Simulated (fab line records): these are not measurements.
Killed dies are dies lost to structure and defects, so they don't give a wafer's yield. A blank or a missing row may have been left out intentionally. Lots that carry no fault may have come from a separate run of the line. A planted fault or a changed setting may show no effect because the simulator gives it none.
Chamber matching + flow n5Finfet + N5_SDB_CMP_30 on cmp-04: 4 sister chambers
The step polishes, stops on poly-Si, t overpolish 1.54 s, target thk 30 nm. 8 wafers are shown with their chamber, then 8 later ones without.

WAFERS WITH THEIR CHAMBER
| wafer  | chamber | motorCurrentA (A) | timeToEndpointS (s) |
|--------|---------|-------------------|---------------------|
| L082.3 | 0       | 12.0              | 18.0                |
| L082.5 | 1       | 11.8              | 15.5                |
| L083.2 | 2       | 13.0              | 14.0                |
| L083.5 | 2       | 12.3              | 16.6                |
| L083.6 | 1       | 12.6              | 14.6                |
| L084.3 | 0       | 11.5              | 19.0                |
| L084.6 | 3       | 11.5              | 17.5                |
| L085.2 | 3       | 12.0              | 15.1                |

WAFERS WITH NO CHAMBER GIVEN
| wafer  | motorCurrentA (A) | timeToEndpointS (s) |
|--------|-------------------|---------------------|
| L085.5 | 11.4              | 15.6                |
| L085.6 | 12.2              | 15.2                |
| L086.1 | 11.0              | 16.1                |
| L086.3 | 11.5              | 16.8                |
| L086.5 | 12.1              | 16.8                |
| L089.1 | 11.7              | 16.3                |
| L089.4 | 11.3              | 17.3                |
| L089.5 | 10.9              | 17.0                |

CHAMBER TAKEN BY EACH
| wafer  | from the rows above               | in truth |
|--------|-----------------------------------|----------|
| L085.5 | can't be placed: 3 or 1 or 0 or 2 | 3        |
| L085.6 | can't be placed: 1 or 2 or 3      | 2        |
| L086.1 | can't be placed: 3 or 0 or 1      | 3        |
| L086.3 | can't be placed: 3 or 0 or 1      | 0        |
| L086.5 | can't be placed: 3 or 1 or 0 or 2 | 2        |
| L089.1 | can't be placed: 3 or 1 or 0      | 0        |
| L089.4 | can't be placed: 3 or 0 or 1      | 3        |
| L089.5 | can't be placed: 3 or 0 or 1      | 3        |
Correctly placed: 0 of 8. These rows do not allow placing 8 (true chamber among the candidates in 8). Wrongly placed: 0.
How it was worked out, from the rows above alone: a wafer's distance from a chamber is the root of the sum, over the readings, of the square of ((its reading less the chamber's mean) divided by the reading's scatter). If the next closest chamber is less than 2 further off than the closest, the wafer can't be placed; otherwise it belongs to the closest. Each chamber's mean is taken over the wafers shown for it. How the scatter is found: for the shown wafers, subtract from each reading the mean of its chamber, square and add these, divide the total by (wafers less chambers), then take the root.
